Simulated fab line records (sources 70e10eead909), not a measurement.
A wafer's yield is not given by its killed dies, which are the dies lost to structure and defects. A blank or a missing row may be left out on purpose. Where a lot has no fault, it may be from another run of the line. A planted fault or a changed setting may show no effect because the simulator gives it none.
What tool caused it? || flow nand harc || 21 wafers from 7 lots sampled at 2 of the route's 1159 steps

WHAT THE GAUGES READ, wafer by wafer
NHARC_A_ONON_D1_THK_MEAS_02: measures by ellipsometry.
{"lot": "L610", "measured": "day 7 22:04", "on": "film metro-02", "thk nm (nm)": "1003 1002 1002"}
{"lot": "L612", "measured": "day 8 05:23", "on": "film metro-02", "thk nm (nm)": "1000 1000 1000"}
{"lot": "L615", "measured": "day 8 23:27", "on": "film metro-01", "thk nm (nm)": "1016 1018 1018"}
{"lot": "L617", "measured": "day 9 13:32", "on": "film metro-02", "thk nm (nm)": "995 993 993"}
{"lot": "L621", "measured": "day 10 20:25", "on": "film metro-02", "thk nm (nm)": "986 987 985"}
{"lot": "L626", "measured": "day 11 13:29", "on": "film metro-02", "thk nm (nm)": "938 938 938"}
{"lot": "L627", "measured": "day 12 07:38", "on": "film metro-01", "thk nm (nm)": "947 944 946"}

EACH LOT AND THE TOOL THAT RAN IT (in order: tool; ch and the chambers of the sampled wafers; start)
{"lot": "L610", "NHARC_A_ONON_D1_DEP_00": "pecvd onon-02 ch 0, day 7 21:31"}
{"lot": "L612", "NHARC_A_ONON_D1_DEP_00": "pecvd onon-01 ch 0, day 8 04:56"}
{"lot": "L615", "NHARC_A_ONON_D1_DEP_00": "pecvd onon-01 ch 0, day 8 23:04"}
{"lot": "L617", "NHARC_A_ONON_D1_DEP_00": "pecvd onon-04 ch 0, day 9 13:02"}
{"lot": "L621", "NHARC_A_ONON_D1_DEP_00": "pecvd onon-02 ch 0, day 10 19:55"}
{"lot": "L626", "NHARC_A_ONON_D1_DEP_00": "pecvd onon-02 ch 0, day 11 12:58"}
{"lot": "L627", "NHARC_A_ONON_D1_DEP_00": "pecvd onon-02 ch 0, day 12 07:11"}
- NHARC_A_ONON_D1_DEP_00: target thk 1000 nm.

THE ANSWER, worked out from the rows above alone
Rule: what is usual is taken from the lots themselves. The widest of any qualifying gaps counts: lots, ordered by their means at a reading, are off when they make up no more than a third of the lots, leave a main group of 4 or more, and stand apart from it by 3 or more times the standard deviation of that group's means. A main group is skipped when, at the precision printed for the reading in the tables above, its means are all equal. A lot without any number at a reading at which 4 lots or more have one is off too. The other lots that the step has rows for count as sound.
Off, at NHARC_A_ONON_D1_THK_MEAS_02 on thk nm: L626, L627. The main group: mean 1000 nm, standard deviation 10.
A tool fits if, at a process step before that reading, it ran every lot that is off, and no sound lot after the first of them. Those tools and the gauges at NHARC_A_ONON_D1_THK_MEAS_02 are tried in the same way. One candidate fits, namely pecvd onon-02 at NHARC_A_ONON_D1_DEP_00. Its last sound lot is L621 (day 10 19:55), its first lot that is off L626 (day 11 12:58): a fault that began between those two fits.

WHAT HAD BEEN PUT IN BY THE SIMULATOR
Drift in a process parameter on pecvd onon-02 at NHARC_A_ONON_D1_DEP_00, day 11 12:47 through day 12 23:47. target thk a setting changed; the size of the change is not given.
Lots struck among those shown: L626, L627. The rule above reached the same finding.
